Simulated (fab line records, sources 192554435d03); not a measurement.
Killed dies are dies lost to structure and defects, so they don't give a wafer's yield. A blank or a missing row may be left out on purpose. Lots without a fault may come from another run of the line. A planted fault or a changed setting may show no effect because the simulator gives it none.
Chamber matching | flow n5_finfet | N5_GATE_CUT_STRIP_42 on rie_diel-01: 4 sister chambers
The step strips in O2. 4 wafers are shown with their chamber, then 11 later ones without.

WAFERS WITH THEIR CHAMBER
wafer  | chamber | drypump_motor_current_A (A)
L074.2 | 3       | 5.2
L083.5 | 1       | 5.5
L084.5 | 0       | 6.7
L087.1 | 2       | 5.4

WAFERS WITHOUT THEIR CHAMBER
wafer  | drypump_motor_current_A (A)
L087.3 | 5.2
L087.6 | 5.2
L090.2 | 5.5
L090.5 | 5.2
L090.6 | 5.3
L094.2 | 6.7
L094.3 | 5.2
L094.5 | 5.2
L097.1 | 5.5
L097.3 | 5.3
L097.4 | 6.7

WHICH CHAMBER EACH WENT THROUGH
wafer  | from the rows above     | in truth
L087.3 | 3                       | 3
L087.6 | 3                       | 3
L090.2 | 1                       | 1
L090.5 | 3                       | 3
L090.6 | can't be placed: 3 or 2 | 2
L094.2 | 0                       | 0
L094.3 | 3                       | 3
L094.5 | 3                       | 3
L097.1 | 1                       | 1
L097.3 | can't be placed: 3 or 2 | 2
L097.4 | 0                       | 0
Placed correctly: 9 of 11. Can't be placed from these rows: 2 (the true chamber is among the candidates in 2). Placed wrongly: 0.
How it was worked out, from the rows above alone: a wafer's distance from a chamber is the root of the sum, over the readings, of the square of ((its reading less the chamber's mean) divided by the reading's scatter). The wafer belongs to the nearest chamber; if the next one is less than 2 further off, it can't be placed. A chamber's mean is the mean of its shown wafers. The scatter: with one shown wafer a chamber, the root of the mean of the squares of how far each hidden wafer lies from its nearest shown one.
